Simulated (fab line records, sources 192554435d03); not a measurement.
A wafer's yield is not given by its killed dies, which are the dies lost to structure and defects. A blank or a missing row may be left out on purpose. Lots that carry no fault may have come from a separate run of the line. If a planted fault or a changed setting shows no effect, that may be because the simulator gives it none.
Matching of chambers / flow n5-finfet / rie-diel-01 running N5_BEOL_M3_ETCH_74: 4 sister chambers
The step etches underlayer in N2/H2, target depth 6.5 nm, time 5.2 s. 16 wafers are shown with their chamber, then 8 later ones without.

== EACH WAFER AND ITS CHAMBER ==
wafer=L074.2; chamber=2; showerhead-plenum-p-Torr (Torr)=2.64; throttle-valve-pct (%)=18.26; rf-fwd-power-W (W)=819.4
wafer=L074.5; chamber=0; showerhead-plenum-p-Torr (Torr)=2.62; throttle-valve-pct (%)=18.08; rf-fwd-power-W (W)=817.3
wafer=L074.6; chamber=3; showerhead-plenum-p-Torr (Torr)=2.62; throttle-valve-pct (%)=17.84; rf-fwd-power-W (W)=819.5
wafer=L075.3; chamber=3; showerhead-plenum-p-Torr (Torr)=2.61; throttle-valve-pct (%)=17.83; rf-fwd-power-W (W)=821.0
wafer=L075.4; chamber=1; showerhead-plenum-p-Torr (Torr)=2.71; throttle-valve-pct (%)=17.51; rf-fwd-power-W (W)=817.8
wafer=L075.5; chamber=1; showerhead-plenum-p-Torr (Torr)=2.71; throttle-valve-pct (%)=17.53; rf-fwd-power-W (W)=817.1
wafer=L079.1; chamber=2; showerhead-plenum-p-Torr (Torr)=2.64; throttle-valve-pct (%)=18.27; rf-fwd-power-W (W)=815.4
wafer=L079.4; chamber=1; showerhead-plenum-p-Torr (Torr)=2.70; throttle-valve-pct (%)=17.52; rf-fwd-power-W (W)=816.8
wafer=L079.6; chamber=2; showerhead-plenum-p-Torr (Torr)=2.64; throttle-valve-pct (%)=18.32; rf-fwd-power-W (W)=818.0
wafer=L083.1; chamber=2; showerhead-plenum-p-Torr (Torr)=2.64; throttle-valve-pct (%)=18.31; rf-fwd-power-W (W)=814.2
wafer=L083.2; chamber=0; showerhead-plenum-p-Torr (Torr)=2.61; throttle-valve-pct (%)=18.09; rf-fwd-power-W (W)=816.4
wafer=L083.4; chamber=0; showerhead-plenum-p-Torr (Torr)=2.61; throttle-valve-pct (%)=18.09; rf-fwd-power-W (W)=816.0
wafer=L088.2; chamber=3; showerhead-plenum-p-Torr (Torr)=2.61; throttle-valve-pct (%)=17.47; rf-fwd-power-W (W)=821.4
wafer=L088.3; chamber=0; showerhead-plenum-p-Torr (Torr)=2.61; throttle-valve-pct (%)=17.70; rf-fwd-power-W (W)=817.1
wafer=L088.5; chamber=0; showerhead-plenum-p-Torr (Torr)=2.61; throttle-valve-pct (%)=17.70; rf-fwd-power-W (W)=816.2
wafer=L092.1; chamber=3; showerhead-plenum-p-Torr (Torr)=2.60; throttle-valve-pct (%)=17.48; rf-fwd-power-W (W)=819.5

SIGNATURES (averages over the wafers above)
reading=showerhead-plenum-p-Torr; chamber 0=2.6120; chamber 1=2.7067; chamber 2=2.6400; chamber 3=2.6100; scatter within a chamber=0.00537
reading=throttle-valve-pct; chamber 0=17.9320; chamber 1=17.5200; chamber 2=18.2900; chamber 3=17.6550; scatter within a chamber=0.161
reading=rf-fwd-power-W; chamber 0=816.600; chamber 1=817.233; chamber 2=816.750; chamber 3=820.350; scatter within a chamber=1.34
Rule: a wafer lies at a distance from a chamber equal to the root of the sum of squares, over the readings, of (its reading less the chamber's mean, divided by the reading's scatter). The wafer belongs to the nearest chamber; if the next one is less than 2 further off, it can't be placed. The scatter is the square root of a quotient: the sum, over the shown wafers, of each reading's squared deviation from its chamber's mean, divided by wafers minus chambers.

== WAFERS WITH NO CHAMBER GIVEN ==
wafer=L092.4; showerhead-plenum-p-Torr (Torr)=2.61; throttle-valve-pct (%)=17.69; rf-fwd-power-W (W)=817.3
wafer=L092.6; showerhead-plenum-p-Torr (Torr)=2.69; throttle-valve-pct (%)=17.57; rf-fwd-power-W (W)=819.0
wafer=L095.1; showerhead-plenum-p-Torr (Torr)=2.61; throttle-valve-pct (%)=17.74; rf-fwd-power-W (W)=821.2
wafer=L095.3; showerhead-plenum-p-Torr (Torr)=2.60; throttle-valve-pct (%)=17.48; rf-fwd-power-W (W)=821.4
wafer=L095.4; showerhead-plenum-p-Torr (Torr)=2.63; throttle-valve-pct (%)=18.34; rf-fwd-power-W (W)=817.8
wafer=L097.1; showerhead-plenum-p-Torr (Torr)=2.60; throttle-valve-pct (%)=17.48; rf-fwd-power-W (W)=818.5
wafer=L097.4; showerhead-plenum-p-Torr (Torr)=2.60; throttle-valve-pct (%)=17.51; rf-fwd-power-W (W)=819.8
wafer=L097.5; showerhead-plenum-p-Torr (Torr)=2.60; throttle-valve-pct (%)=17.71; rf-fwd-power-W (W)=820.1

== EACH ONE'S CHAMBER ==
wafer=L092.4; from the rows above=can't be placed: 0 or 3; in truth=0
wafer=L092.6; from the rows above=1; in truth=1
wafer=L095.1; from the rows above=3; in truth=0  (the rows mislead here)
wafer=L095.3; from the rows above=3; in truth=3
wafer=L095.4; from the rows above=2; in truth=2
wafer=L097.1; from the rows above=can't be placed: 3 or 0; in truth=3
wafer=L097.4; from the rows above=3; in truth=3
wafer=L097.5; from the rows above=can't be placed: 3 or 0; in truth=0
Correctly placed: 4 of 8. Cannot be placed on the basis of these rows: 3; the candidates contain the true chamber in 3. Placed wrongly: 1.
